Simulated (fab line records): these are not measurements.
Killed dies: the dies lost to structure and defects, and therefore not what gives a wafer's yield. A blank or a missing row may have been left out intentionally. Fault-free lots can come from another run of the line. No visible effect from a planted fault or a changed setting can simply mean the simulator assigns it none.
A lot that was struck, set against a sound lot ; flow n5_finfet ; 37 steps out of a route of 1938
Sound: the wafers L733.3, L733.4, L733.6. The struck wafers were L719.1, L719.5, L719.6. The cause is given at the end.
Per side, at each step with rows, come the tool, then ch with its chambers, and then its first start. Under that, the readings that differ: sound wafers ; struck wafers ; difference of the means ; sigmas: that difference in standard deviations of wafers without a fault.
alike: a reading whose means differ by less than 2 such deviations, as well as words and numbers matching on both sides. not compared: withheld readings; readings where some wafer has no value; bounds like >300 that might hide an equal value; numbers whose values overlap and for which the record gives no deviation.
Wherever a step has rows on one side only, a row that says differs or no value, or a row with sigmas, the two part there. Numbers that have no deviation but don't overlap get no sigmas and don't part them. A reading missing from all wafers of one side parts the sides only when that side holds two or more wafers.

first, 9 steps without rows for these wafers: N5_BEOL_M4_ANNEAL_95 (time 240 s); N5_BEOL_M4_SPUTTER_96 (material Cu, target thk 4.5 nm, time 8.29 s); N5_BEOL_M4_ECD_50 (material Cu, target thk 300 nm); N5_BEOL_M4_ANNEAL_51 (time 90 s); N5_BEOL_M4_CMP_52 (polishes, stops on SiOC, t overpolish 6.8 s, target thk 40 nm); N5_BEOL_M4_PRE_CLEAN_60 (time 15 s); N5_BEOL_M4_CO_CAP_55 (material Co, precursor CCTBA/H2, target thk 2 nm, time 102.1 s); N5_BEOL_M4_PRE_CLEAN_56 (time 15 s); N5_BEOL_M4_DEP_57 (deposits SiCN from 3MS/NH3, target thk 8 nm, time 14 s).
N5_BEOL_M4_RC_MEAS_101:
  sound on prober-02 ch 0, day 13 23:01; struck on prober-02 ch 0, day 10 02:06
  alike: DIBL_N, DIBL_P, IOFF_N, IOFF_P, ION_N, ION_P, SS_N, SS_P, VT_N, VT_P
then, 24 steps without rows for these wafers: N5_BEOL_M5_ILD_DEP_00 (deposits SiCOH lowk from DEMS/porogen, target thk 140.64 nm, time 25.9 s); N5_BEOL_M5_CURE_79 (cures SiCOH lowk, time 240 s); N5_BEOL_M5_PECVD_70 (deposits SiO2 from TEOS/O2, target thk 16 nm, time 18 s); N5_BEOL_M5_HM_DEP_02 (deposits TiN, target thk 20 nm); N5_BEOL_M5_COAT_59 (time 60 s, resist thk 60 nm); N5_BEOL_M5_COAT_60 (time 60 s, resist thk 12 nm); N5_BEOL_M5_COAT_71 (time 60 s, resist thk 5 nm); N5_BEOL_M5_COAT_05 (resist thk 30 nm); N5_BEOL_M5_EBR_07; N5_BEOL_M5_SOFTBAKE_06 (time 60 s); N5_BEOL_M5_EXPOSE_08 (exposes mask M5, target cd 28 nm); N5_BEOL_M5_PEB_09 (peb time 60 s); N5_BEOL_M5_DEVELOP_10 (develop time 30 s); N5_BEOL_M5_DESCUM_16 (chemistry O2, time 7 s); N5_BEOL_M5_ETCH_72 (etches underlayer in N2/H2, target depth 6.5 nm, time 5.2 s); N5_BEOL_M5_ETCH_61 (etches SiARC in CF4, target depth 15.6 nm, time 26 s); N5_BEOL_M5_ETCH_62 (etches SOC in N2/H2, target depth 75 nm, overetch 15 nm, time 112.5 s); N5_BEOL_M5_STRIP_63 (strips in N2/H2); N5_BEOL_M5_STRIP_73 (strips in N2/H2); N5_BEOL_M5_STRIP_64 (strips in CF4); N5_BEOL_M5_HM_OPEN_17 (chemistry Cl2/BCl3, target TiN, target depth 20 nm, overetch 6 nm); N5_BEOL_M5_STRIP_19 (strips in O2); N5_BEOL_M5_COAT_65 (time 60 s, resist thk 60 nm); N5_BEOL_M5_COAT_66 (time 60 s, resist thk 12 nm).
-- the record jumps here: 3 days lie between the struck wafers' starts before and after (it left off in module BEOL_M5 and takes up again in module BEOL_M11, whose first step shown is number 1573 of the route) --
N5_BEOL_M11_ETCH_66: etches SOC in N2/H2, target depth 120 nm, overetch 24 nm, time 180 s.
  sound on rie_diel-02 ch 0,1,3, day 16 06:28; struck on rie_diel-01 ch 1,2, day 12 16:53
  no value came back on the struck wafers for any of 7 readings (bias_w (W), chamber_pressure_mTorr (mTorr) and others); on the sound wafers bias_w (W) reads 150.1 150.5 149.6
reading;sound;struck;difference;sigmas
model.CAR-ArF_of_BEOL_M11_COAT_22.thk_nm (nm);0 0 0;55.2 55.2 55;+55.1;
model.SiARC_of_BEOL_M11_COAT_64.thk_nm (nm);22.8 23 22.8;30 30 30;+7;
  not compared: rf_hours_counter_h
N5_BEOL_M11_VIA_ETCH_34: etches SiCOH lowk in C4F6/O2, target depth 184.5 nm, time 69.2 s.
  sound on rie_diel-02 ch 0,1,3, day 16 06:35; struck on rie_diel-01 ch 1,2, day 12 17:01
reading;sound;struck;difference;sigmas
oes_product_au (a.u.);0.70 0.86 0.80;0.26 0.26 0.33;-0.50;-5
  alike: C4F6_flow_sccm, O2_flow_sccm, drypump_motor_current_A, mfc_ar_sccm, rf_vpp_V, showerhead_plenum_p_Torr, throttle_valve_pct
  not compared: rf_hours_counter_h
N5_PASSIVATION_PROBE_49:
  rows exist in the record for the struck wafers here (prober-01, day 14 10:01), but not for the sound ones

WHERE THEY PART
At N5_BEOL_M11_ETCH_66 first; at N5_PASSIVATION_PROBE_49 last (within this record only).

WHY: the cause the simulator had injected
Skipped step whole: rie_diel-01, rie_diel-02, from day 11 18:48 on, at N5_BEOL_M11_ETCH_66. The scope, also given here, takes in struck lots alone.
